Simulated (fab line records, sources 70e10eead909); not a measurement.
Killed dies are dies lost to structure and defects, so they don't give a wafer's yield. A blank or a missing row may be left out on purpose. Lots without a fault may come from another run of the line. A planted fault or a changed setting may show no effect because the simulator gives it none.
Problem report in the 8D (eight disciplines) form, filled by code | flow nand_harc | the parts of the form that need people (team, actions taken, sign-off) are left out

1. THE PROBLEM
thk_nm at NHARC_A_ONON_D1_THK_MEAS_02 reads a mean of 1577 nm on 6 wafers of 2 lots; wafers without a fault read 999 nm with a standard deviation of 9.7. That is +60 standard deviations from the usual mean.
The step: measures by ellipsometry.
First seen on wafer L432.1, day 10 03:14, on film_metro-02. The record holds 42 wafers of 14 lots with a number at this step. Rule for "out", or "out of limits": more than 4 standard deviations from the usual mean. The other wafers with a number count as sound.

2. WHAT IT IS AND WHAT IT IS NOT
question                    | is                           | is not
which readings at this step | thk_nm                       | -
which lots                  | L432, L435                   | L422, L423, L424, L425, L426, L427, L428, L429, L439, L440, L443, L445
which wafers of those lots  | all that have a number       | -
read on which gauges        | film_metro-01, film_metro-02 | -
when                        | from day 10 03:14            | up to then (24 sound wafers); but 12 sound wafers of L439, L440, L443, L445 came after

3. SUSPECTS, AND WHAT RULES EACH OUT
Counting: a tool at a process step up to the reading stays a suspect if it ran every lot that is out and no sound lot after the first of them.
- the gauge at NHARC_A_ONON_D1_THK_MEAS_02: ruled out. The wafers that are out were read on 2 gauges (film_metro-01, film_metro-02).
- pecvd_onon-04 at NHARC_A_ONON_D1_DEP_00 (target thk 1000 nm): kept. It ran every lot that is out, first L432 (day 10 02:44), and no sound lot after that; its last sound lot up to then is L429 (day 9 18:59).
Left after counting: pecvd_onon-04 at NHARC_A_ONON_D1_DEP_00.

4. THE CAUSE (what the simulator had put in)
Process parameter drift: pecvd_onon-04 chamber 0, from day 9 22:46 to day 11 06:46, at NHARC_A_ONON_D1_DEP_00. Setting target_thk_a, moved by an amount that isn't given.
Counting left only this tool.

5. THE CHAIN OF EFFECTS, in route order
Each row: a reading whose mean over the struck wafers that have a number lies more than 3 standard deviations from the usual. Only readings for which the record gives a usual standard deviation are gone through. hours: the time from each lot's start at the first step in this table that gives one to its start at this step, as a median over the lots. sigmas: the change in usual standard deviations.
hours | step                        | reading         | usual  | on struck wafers | change | sigmas
0     | NHARC_A_ONON_D1_THK_MEAS_02 | thk_nm          | 999 nm | 1577             | +578   | +60
350   | NHARC_END_SORT_01           | killed_at_array | 27     | 673              | +646   | +54
350   | NHARC_END_SORT_01           | killed_dies     | 31     | 677              | +646   | +54

6. WHAT WOULD HAVE CAUGHT IT SOONER
In this record the first reading out of limits at a measuring or inspecting step was taken at day 10 03:14, 4 hours after the fault began at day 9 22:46.
Of the lots that are out (2), L435 began NHARC_A_ONON_D1_DEP_00 on pecvd_onon-04 after day 10 03:14. A hold on the tool at that time would have spared it.
